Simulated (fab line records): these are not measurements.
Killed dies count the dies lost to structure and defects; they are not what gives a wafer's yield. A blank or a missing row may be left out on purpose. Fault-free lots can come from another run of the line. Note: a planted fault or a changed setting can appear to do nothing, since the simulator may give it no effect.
Struck lot and sound lot, side by side / flow nand harc / 14 out of 1159 route steps
Sound: wafers L216.2, L216.4, L216.5. Wafers L205.1, L205.5, L205.6 were the ones struck. At the end, the cause is stated.
Per side, at each step with rows, come the tool, then ch with its chambers, and then its first start. Under that, the readings that differ: sound wafers / struck wafers / difference of the means / sigmas: that difference in standard deviations of wafers without a fault.
alike: words and numbers the same on both sides, and readings whose means are apart by under 2 such deviations; not compared: readings that were withheld, readings missing a value for some wafer, numbers with overlapping values and no deviation given by the record, and bounds like >300 which may hide the same value.
The two part at a step that has a row with sigmas, a row that says differs or no value, or rows on one side only. When numbers do not overlap yet have no deviation, they are printed without sigmas and do not part them. A reading missing from all wafers of one side parts the sides only when that side holds two or more wafers.

NHARC_P_START_INSPECT_01:
  sound on defect inspect-02 at day 5 12:02; struck on defect inspect-02 at day 2 18:02
  alike: raw defect count
then, 10 steps without rows for these wafers: NHARC_P_ZERO_WELL_PRECLEAN_00 (cleans in SPM, time 600 s); NHARC_P_ZERO_WELL_SRD_01; NHARC_P_ZERO_WELL_PECVD_02 (deposits SiO2, target thk 10 nm); NHARC_P_ZERO_WELL_DEHYDRATE_03 (time 120 s); NHARC_P_ZERO_WELL_HMDS_04 (time 30 s); NHARC_P_ZERO_WELL_COAT_64 (time 65 s); NHARC_P_ZERO_WELL_COAT_05 (resist thk 600 nm); NHARC_P_ZERO_WELL_SOFTBAKE_06 (time 70 s); NHARC_P_ZERO_WELL_EBR_07; NHARC_P_ZERO_WELL_EXPOSE_08 (exposes mask P ZERO, target cd 500 nm).
NHARC_P_ZERO_WELL_PEB_09: peb time 80 s.
  sound on litho track-07 ch 0, day 5 13:03; struck on litho track-02 ch 0, day 2 19:07
reading=plate temp C (C); sound=127.93 128.01 128.13; struck=127.15 127.28 127.35; difference=-0.76; sigmas=-6
then, 1 step without rows for these wafers: NHARC_P_ZERO_WELL_DEVELOP_10 (time 50 s).
-- the record jumps here: 21 days lie between the struck wafers' starts before and after (it left off in module P_ZERO_WELL and takes up again in module END, whose first step shown is number 1159 of the route) --
NHARC_END_SORT_01:
  sound on prober-02 ch 0, day 26 03:17; struck on prober-02 ch 0, day 24 03:44
  alike: killed at array, killed at other, killed at periphery, killed dies, killed open, killed short

WHERE THEY PART
At NHARC_P_ZERO_WELL_PEB_09 and nowhere else, as far as this record goes. Later steps at which nothing parts them and some readings are alike: NHARC_END_SORT_01.

WHY: what the simulator had put in
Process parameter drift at NHARC_P_ZERO_WELL_PEB_09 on litho track-02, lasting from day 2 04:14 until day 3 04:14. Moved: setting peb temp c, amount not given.
